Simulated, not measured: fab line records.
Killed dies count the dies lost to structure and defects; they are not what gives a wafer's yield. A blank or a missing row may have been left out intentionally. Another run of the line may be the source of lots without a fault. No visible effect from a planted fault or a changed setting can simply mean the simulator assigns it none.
Chamber matching + flow n5_finfet + 4 sister chambers for N5_BEOL_M5_DESCUM_16 on rie_diel-03
The step chemistry O2, time 7 s. 4 wafers are shown with their chamber, then 9 later ones without.

== WAFERS WITH THEIR CHAMBER ==
| wafer  | chamber | showerhead_plenum_p_Torr (Torr) |
|--------|---------|---------------------------------|
| L089.5 | 1       | 2.13                            |
| L090.1 | 0       | 2.00                            |
| L090.3 | 3       | 2.01                            |
| L090.4 | 2       | 1.99                            |

== WAFERS WHOSE CHAMBER IS MISSING ==
| wafer  | showerhead_plenum_p_Torr (Torr) |
|--------|---------------------------------|
| L094.1 | 1.99                            |
| L094.5 | 1.99                            |
| L094.6 | 2.13                            |
| L096.1 | 1.98                            |
| L096.4 | 2.13                            |
| L096.5 | 1.98                            |
| L097.1 | 2.12                            |
| L097.3 | 1.98                            |
| L097.5 | 2.13                            |

== WHICH CHAMBER EACH WENT THROUGH ==
| wafer  | from the rows above     | in truth |
|--------|-------------------------|----------|
| L094.1 | can't be placed: 2 or 0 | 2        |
| L094.5 | can't be placed: 2 or 0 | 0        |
| L094.6 | 1                       | 1        |
| L096.1 | can't be placed: 2 or 0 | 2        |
| L096.4 | 1                       | 1        |
| L096.5 | can't be placed: 2 or 0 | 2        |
| L097.1 | 1                       | 1        |
| L097.3 | can't be placed: 2 or 0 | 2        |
| L097.5 | 1                       | 1        |
4 of 9 placed correctly. These rows do not allow placing 5 (true chamber among the candidates in 5). Placed wrongly: 0.
How it was worked out, from the rows above alone: a wafer's distance from a chamber is the root of the sum, over the readings, of the square of ((its reading less the chamber's mean) divided by the reading's scatter). If the next closest chamber is less than 2 further off than the closest, the wafer can't be placed; otherwise it belongs to the closest. The mean given for a chamber averages the wafers shown for that chamber. The scatter (one wafer shown for each chamber): square how far every hidden wafer sits from the nearest shown wafer, average those squares and take the square root.
